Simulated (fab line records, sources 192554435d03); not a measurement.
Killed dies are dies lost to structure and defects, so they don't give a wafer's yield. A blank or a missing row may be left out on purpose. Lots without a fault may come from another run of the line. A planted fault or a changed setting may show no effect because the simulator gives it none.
Split-lot experiment | flow n5_finfet | 7 lots, 21 wafers read, on a route of 1938 steps

THE SPLIT
At N5_HKMG_FIN_ETCH_31 (etches SiARC in CF4, target depth 45.5 nm, time 75.8 s), the setting bias_w was moved away from the recipe's 36 W on 7 of the 21 wafers read, by -14.9% to +15.9%. The other wafers ran this setting at the recipe's value.

The reading is taken at the split's own step.

THE READING
rf_vpp_V, in V, at N5_HKMG_FIN_ETCH_31 (etches SiARC in CF4, target depth 45.5 nm, time 75.8 s). Fault-free wafers of this fab line usually give 184.0 V, standard deviation 1.2 V.

wafer  | tool, chamber at the split | bias_w as run, W | against the recipe | rf_vpp_V, V | against lot-mates on the recipe
L079.1 | rie_diel-04, 1             | 36               | recipe             | 185.1       | -
L079.2 | rie_diel-04, 2             | 36               | recipe             | 185.2       | -
L079.5 | rie_diel-04, 1             | 36               | recipe             | 185.4       | -
L080.1 | rie_diel-02, 3             | 36               | recipe             | 184.6       | -
L080.3 | rie_diel-02, 1             | 36               | recipe             | 184.7       | -
L080.5 | rie_diel-02, 3             | 30.62            | -14.9%             | 165.4       | -19.2
L084.2 | rie_diel-05, 1             | 36               | recipe             | 182.8       | -
L084.3 | rie_diel-05, 0             | 36               | recipe             | 183.6       | -
L084.4 | rie_diel-05, 2             | 41.72            | +15.9%             | 203.0       | +19.8
L088.1 | rie_diel-04, 0             | 36               | recipe             | 183.7       | -
L088.3 | rie_diel-04, 3             | 36               | recipe             | 183.7       | -
L088.4 | rie_diel-04, 2             | 36               | recipe             | 182.4       | -
L089.2 | rie_diel-04, 0             | 36               | recipe             | 183.9       | -
L089.3 | rie_diel-04, 3             | 36               | recipe             | 184.6       | -
L089.6 | rie_diel-04, 3             | 36               | recipe             | 185.2       | -
L091.3 | rie_diel-02, 0             | 38.29            | +6.4%              | 189.9       | no lot-mate on the recipe
L091.4 | rie_diel-02, 1             | 38.29            | +6.4%              | 191.7       | no lot-mate on the recipe
L091.6 | rie_diel-02, 3             | 38.29            | +6.4%              | 190.9       | no lot-mate on the recipe
L096.1 | rie_diel-02, 3             | 36               | recipe             | 183.9       | -
L096.3 | rie_diel-02, 1             | 32.48            | -9.8%              | 171.8       | -12.1
L096.4 | rie_diel-02, 2             | 32.48            | -9.8%              | 173.6       | -10.3

THE FIT
A straight line over all 21 wafers: rf_vpp_V changes by +1.18 V for each +1% of bias_w; r = +0.99; the points scatter about the line by 0.95 V.
The same after taking each lot's own level away (the mean of its wafers on the recipe; 18 wafers): +1.23 V for each +1%; r = +1.00; scatter 0.62 V.
On that fit, the largest move of bias_w shifts the reading by 20 V.
The lots' own levels span 183.20 to 185.23 V, that is 1.7 times the standard deviation above.
So the lot-to-lot level changes the slope little: the two slopes agree.
Check: with one of the wafers moved furthest among these (+15.9%) left out of the fit, the line predicts +19.5 V for it against its lot-mates. It came out at +19.8 V against them.
Tool readings at the split's step, against how far the setting was moved: rf_vpp_V r = +0.99.

OTHER SPLITS ON THESE WAFERS
These wafers also went through other splits before the reading. Each is held against what the fit with the lots' levels taken away leaves over:
other split on the same wafers     | wafers away from the commonest value | r with rf_vpp_V (lot level and that fit taken away)
N5_WELL_APT_COAT_02 spin_rpm       | 7                                    | +0.24
N5_WELL_APT_COAT_19 spin_rpm       | 9                                    | +0.33
N5_WELL_APT_PEB_23 peb_temp_c      | 10                                   | +0.10
N5_FIN_SAQP_ETCH_34 source_w       | 6                                    | -0.06
N5_SD_EPI_N_ETCH_45 target_depth_a | 8                                    | -0.30
N5_SDB_COAT_05 spin_rpm            | 8                                    | -0.19

THE FILE'S OWN FIT
rf_vpp_V changes by +1.25 V for each +1% of bias_w, r = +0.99.
